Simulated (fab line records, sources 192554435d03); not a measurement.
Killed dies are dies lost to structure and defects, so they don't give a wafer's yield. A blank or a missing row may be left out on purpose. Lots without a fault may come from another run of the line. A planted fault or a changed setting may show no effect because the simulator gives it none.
Split-lot experiment | flow n5_finfet | 7 lots, 21 wafers read, on a route of 1938 steps

THE SPLIT
At N5_BEOL_M13_COAT_58 (time 60 s, resist thk 89 nm), the setting spin_rpm was moved away from the recipe's 1500 rpm on 9 of the 21 wafers read, by -8.6% to +9.5%. The other wafers ran this setting at the recipe's value.

FROM THE SPLIT TO THE READING: what the file shows between them, 4 steps
- N5_BEOL_M13_COAT_04: resist thk 400 nm (also split here: spin_rpm)
- N5_BEOL_M13_EBR_06
- N5_BEOL_M13_SOFTBAKE_05: time 60 s
- N5_BEOL_M13_DESCUM_15: chemistry O2, time 7.9 s

THE READING
etch.depth_nm (the simulator's own value, which no gauge read), in nm, at N5_BEOL_M13_ETCH_59 (etches BARC in N2/H2, target depth 89 nm, overetch 26.7 nm, time 67.9 s). The file gives no usual value for it. The 12 wafers here that ran the recipe average 89.09 nm, standard deviation 0.22 nm.

wafer  | tool, chamber at the split | spin_rpm as run, rpm | against the recipe | etch.depth_nm, nm | against lot-mates on the recipe
L075.2 | litho_track-05, 0          | 1571                 | +4.7%              | 86.99             | -1.95
L075.3 | litho_track-05, 0          | 1500                 | recipe             | 88.79             | -
L075.4 | litho_track-05, 0          | 1500                 | recipe             | 89.08             | -
L078.1 | litho_track-03, 0          | 1371                 | -8.6%              | 93.52             | no lot-mate on the recipe
L078.3 | litho_track-03, 0          | 1371                 | -8.6%              | 92.89             | no lot-mate on the recipe
L078.6 | litho_track-03, 0          | 1371                 | -8.6%              | 92.97             | no lot-mate on the recipe
L077.1 | litho_track-03, 0          | 1500                 | recipe             | 89.09             | -
L077.3 | litho_track-03, 0          | 1642                 | +9.5%              | 85.1              | -4.19
L077.4 | litho_track-03, 0          | 1500                 | recipe             | 89.48             | -
L084.2 | litho_track-02, 0          | 1608                 | +7.2%              | 85.65             | -3.29
L084.4 | litho_track-02, 0          | 1500                 | recipe             | 89.1              | -
L084.6 | litho_track-02, 0          | 1500                 | recipe             | 88.79             | -
L087.1 | litho_track-03, 0          | 1500                 | recipe             | 89.36             | -
L087.5 | litho_track-03, 0          | 1500                 | recipe             | 89.1              | -
L087.6 | litho_track-03, 0          | 1500                 | recipe             | 89.24             | -
L088.2 | litho_track-03, 0          | 1500                 | recipe             | 88.93             | -
L088.3 | litho_track-03, 0          | 1430                 | -4.7%              | 90.94             | +2.06
L088.6 | litho_track-03, 0          | 1500                 | recipe             | 88.82             | -
L091.1 | litho_track-03, 0          | 1427                 | -4.9%              | 91.64             | +2.29
L091.4 | litho_track-03, 0          | 1427                 | -4.9%              | 91.76             | +2.41
L091.6 | litho_track-03, 0          | 1500                 | recipe             | 89.35             | -

THE FIT
A straight line over all 21 wafers: etch.depth_nm changes by -0.461 nm for each +1% of spin_rpm; r = -0.99; the points scatter about the line by 0.26 nm.
The same after taking each lot's own level away (the mean of its wafers on the recipe; 18 wafers): -0.452 nm for each +1%; r = -1.00; scatter 0.14 nm.
On that fit, the largest move of spin_rpm shifts the reading by 4.3 nm.
The lots' own levels span 88.875 to 89.350 nm, that is 2.1 times the standard deviation above.
So the lot-to-lot level changes the slope little: the two slopes agree.
Check: with one of the wafers moved furthest among these (+9.5%) left out of the fit, the line predicts -4.29 nm for it against its lot-mates. It came out at -4.19 nm against them.

OTHER SPLITS ON THESE WAFERS
These wafers also went through other splits before the reading. Each is held against what the fit with the lots' levels taken away leaves over:
other split on the same wafers | wafers away from the commonest value | r with etch.depth_nm (lot level and that fit taken away)
N5_BEOL_M13_COAT_04 spin_rpm   | 5                                    | -0.10

THE WHOLE CHAIN: every reading that the file lists as answering this split, in the file's order
step                 | what it does                                                            | reading                                                                          | change (the file's fit)               | r (the file's)
N5_BEOL_M13_COAT_58  | time 60 s, resist thk 89 nm                                             | BARC_of_BEOL_M13_COAT_58.thk_nm (the simulator's own value, which no gauge read) | -0.441 nm for each +1% of the setting | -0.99
N5_BEOL_M13_ETCH_59  | etches BARC in N2/H2, target depth 89 nm, overetch 26.7 nm, time 67.9 s | etch.depth_nm (the simulator's own value, which no gauge read)                   | -0.447 nm for each +1% of the setting | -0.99
N5_BEOL_M13_STRIP_64 | strips in N2/H2                                                         | strip_time_to_endpoint_s                                                         | withheld for each +1% of the setting  | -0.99

THE FILE'S OWN FIT
etch.depth_nm changes by -0.447 nm for each +1% of spin_rpm, r = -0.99.
